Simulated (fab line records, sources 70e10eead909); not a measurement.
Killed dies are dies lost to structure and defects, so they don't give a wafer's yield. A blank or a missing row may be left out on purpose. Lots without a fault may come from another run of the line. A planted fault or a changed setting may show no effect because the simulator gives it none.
A struck lot beside a sound one | flow nand_harc | 14 steps out of a route of 1159
Sound: wafers L826.1, L826.2, L826.6. Struck: wafers L833.1, L833.3, L833.5. The cause comes at the end.
At each step with rows: each side's tool, then ch and its chambers, then its first start. Under that, the readings that differ: sound wafers | struck wafers | difference of the means | sigmas: that difference in standard deviations of wafers without a fault.
alike: readings whose means differ by less than 2 such deviations, and words and numbers that are the same on both sides. not compared: withheld readings, readings that some wafer has no value for, bounds like >300 that may hide the same value, and numbers for which the record gives no deviation and whose values overlap.
The two part at a step that has a row with sigmas, a row that says differs or no value, or rows on one side only. Numbers that don't overlap but have no deviation are shown without sigmas and don't part them. A reading that every wafer of one side lacks parts them only if that side has two wafers or more.

first, 2 steps without rows for these wafers: NHARC_A_SOURCE_PLATE_SRD_01; NHARC_A_SOURCE_PLATE_OXIDE_02 (material SiO2, target thk 10 nm, ox time 1362 s).
NHARC_A_SOURCE_PLATE_THK_MEAS_09: measures by ellipsometry.
  sound on film_metro-01, day 7 13:59; struck on film_metro-01, day 9 05:25
  alike: thk_nm
then, 3 steps without rows for these wafers: NHARC_A_SOURCE_PLATE_PVD_04 (deposits WSi2, target thk 50 nm); NHARC_A_SOURCE_PLATE_CVD_03 (deposits poly-Si, target thk 200 nm, time 4000 s); NHARC_A_SOURCE_PLATE_ANNEAL_05 (time 1800 s).
NHARC_A_SOURCE_PLATE_THK_MEAS_06: measures by ellipsometry.
  sound on film_metro-01, day 8 03:41; struck on film_metro-02, day 9 18:43
  reading     | sound             | struck            | difference | sigmas
  thk_nm (nm) | 202.1 202.5 204.3 | 196.0 196.5 197.9 | -6.2       | -3
NHARC_A_SOURCE_PLATE_INSPECT_08:
  sound on defect_inspect-01, day 8 03:47; struck on defect_inspect-02, day 9 18:49
  alike: raw_defect_count
then, 1 step without rows for these wafers: NHARC_A_ONON_D1_DEP_00 (target thk 1000 nm).
NHARC_A_ONON_D1_THK_MEAS_02: measures by ellipsometry.
  sound on film_metro-01, day 8 04:21; struck on film_metro-01, day 9 19:23
  alike: thk_nm
NHARC_A_ONON_D1_DEP_03: target thk 1000 nm.
  sound on pecvd_onon-04 ch 0, day 8 04:25; struck on pecvd_onon-03 ch 0, day 9 19:27
NHARC_A_ONON_D1_THK_MEAS_05: measures by ellipsometry.
  sound on film_metro-02, day 8 04:55; struck on film_metro-02, day 9 19:58
  reading     | sound          | struck      | difference | sigmas
  thk_nm (nm) | 1000 1004 1000 | 444 443 444 | -558       | -63
then, 1 step without rows for these wafers: NHARC_A_ONON_D1_DEP_06 (target thk 1000 nm).
-- the record jumps here: 12 days lie between the struck wafers' starts before and after (it left off in module A_ONON_D1 and takes up again in module END, whose first step shown is number 1159 of the route) --
NHARC_END_SORT_01:
  the record has rows for the struck wafers here (prober-01 ch 0, day 21 08:16) and none for the sound ones

WHERE THEY PART
First at NHARC_A_SOURCE_PLATE_THK_MEAS_06; last, within this record, at NHARC_END_SORT_01.

WHY: what the simulator had put in
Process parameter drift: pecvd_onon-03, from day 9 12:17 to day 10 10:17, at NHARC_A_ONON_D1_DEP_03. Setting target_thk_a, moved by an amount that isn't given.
